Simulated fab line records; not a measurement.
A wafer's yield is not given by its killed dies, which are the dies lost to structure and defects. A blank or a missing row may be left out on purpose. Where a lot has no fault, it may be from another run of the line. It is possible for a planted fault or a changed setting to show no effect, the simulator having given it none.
The tool behind it: which one? | flow n5Finfet | 11 lots, 33 wafers sampled, at 5 steps of a route of 1938

WHAT EACH GAUGE READ, for each wafer
N5_BEOL_M7_THK_MEAS_01.
lot  | measured     | on           | M7_ILD_THK (nm)
L076 | day 9 09:43  | filmMetro-02 | 157.1 156.3 155.2
L078 | day 9 19:00  | filmMetro-02 | 155.0 157.2 157.5
L080 | day 10 07:37 | filmMetro-01 | 155.4 157.5 157.0
L081 | day 10 19:30 | filmMetro-02 | 153.7 159.4 157.4
L084 | day 10 22:36 | filmMetro-01 | 152.0 153.4 155.5
L088 | day 12 00:05 | filmMetro-02 | 154.4 153.9 152.0
L089 | day 12 21:08 | filmMetro-02 | 153.6 156.4 156.1
L091 | day 13 06:24 | filmMetro-01 | 152.1 155.9 155.1
L093 | day 13 10:08 | filmMetro-02 | 153.8 155.5 155.4
L095 | day 13 22:50 | filmMetro-02 | 152.1 151.0 153.9
L096 | day 14 16:55 | filmMetro-01 | 153.1 151.8 153.6

EACH LOT AND THE TOOL THAT RAN IT (in order: tool; ch and the chambers of the sampled wafers; start)
lot  | N5_BEOL_M6_DESCUM_16              | N5_BEOL_M6_ETCH_72                | N5_BEOL_M6_STRIP_36               | N5_BEOL_M6_TRENCH_ETCH_37
L076 | rieDiel-02 ch 0,3, day 9 02:24    | rieDiel-04 ch 2,3, day 9 03:49    | rieDiel-04 ch 2,3, day 9 04:01    | rieDiel-04 ch 2,3, day 9 09:43 or earlier
L078 | rieDiel-02 ch 1,2,3, day 9 12:48  | rieDiel-02 ch 0,2, day 9 15:02    | rieDiel-02 ch 0,2, day 9 15:14    | rieDiel-02 ch 0,2, day 9 19:00 or earlier
L080 | rieDiel-04 ch 0,1,3, day 10 03:38 | rieDiel-01 ch 0,2,3, day 10 04:33 | rieDiel-01 ch 0,2,3, day 10 04:45 | rieDiel-01 ch 0,2,3, day 10 07:37 or earlier
L081 | rieDiel-04 ch 0,2,3, day 10 13:17 | rieDiel-02 ch 1,2, day 10 15:08   | rieDiel-02 ch 1,2, day 10 15:20   | rieDiel-02 ch 1,2, day 10 19:30 or earlier
L084 | rieDiel-04 ch 2,3, day 10 16:21   | rieDiel-04 ch 0,2, day 10 18:09   | rieDiel-04 ch 0,2, day 10 18:21   | rieDiel-04 ch 0,2, day 10 22:36 or earlier
L088 | rieDiel-02 ch 1,2,3, day 11 18:52 | rieDiel-02 ch 0,2,3, day 11 19:55 | rieDiel-02 ch 0,2,3, day 11 20:07 | rieDiel-02 ch 0,2,3, day 12 00:05 or earlier
L089 | rieDiel-04 ch 0,1, day 12 14:40   | rieDiel-04 ch 1,2, day 12 16:29   | rieDiel-04 ch 1,2, day 12 16:41   | rieDiel-04 ch 1,2, day 12 21:08 or earlier
L091 | rieDiel-02 ch 0,2,3, day 13 00:07 | rieDiel-04 ch 0,1,2, day 13 02:02 | rieDiel-04 ch 0,1,2, day 13 02:14 | rieDiel-04 ch 0,1,2, day 13 06:24 or earlier
L093 | rieDiel-02 ch 0,1,2, day 13 03:50 | rieDiel-02 ch 0,1,3, day 13 05:38 | rieDiel-02 ch 0,1,3, day 13 05:50 | rieDiel-02 ch 0,1,3, day 13 10:08 or earlier
L095 | rieDiel-04 ch 0,1,2, day 13 17:54 | rieDiel-04 ch 1,2, day 13 18:50   | rieDiel-04 ch 1,2, day 13 19:02   | rieDiel-04 ch 1,2, day 13 22:50 or earlier
L096 | rieDiel-04 ch 0,2, day 14 08:23   | rieDiel-01 ch 1,3, day 14 11:20   | rieDiel-01 ch 1,3, day 14 11:32   | rieDiel-01 ch 1,3, day 14 16:55 or earlier
- N5_BEOL_M6_DESCUM_16: chemistry O2, time 7.9 s.
- N5_BEOL_M6_ETCH_72: etches underlayer in N2/H2, target depth 6.5 nm, time 5.2 s.
- N5_BEOL_M6_STRIP_36: strips in N2/H2.
- N5_BEOL_M6_TRENCH_ETCH_37: etches SiCOH lowk in C4F6/O2, target depth 94.435 nm, time 31.5 s.

THE ANSWER, worked out from the rows above alone
Rule: what is usual is taken from the lots themselves. The widest of any qualifying gaps counts: lots, ordered by their means at a reading, are off when they make up no more than a third of the lots, leave a main group of 4 or more, and stand apart from it by 3 or more times the standard deviation of that group's means. If all means in a main group match to the digits the tables above print for the reading, that group is not used. Also off: a lot with no number at a reading for which 4 or more lots have one. The other lots that the step has rows for count as sound.
Nothing can be told from this: no lot is off at any reading shown.

WHAT THE SIMULATOR PUT IN
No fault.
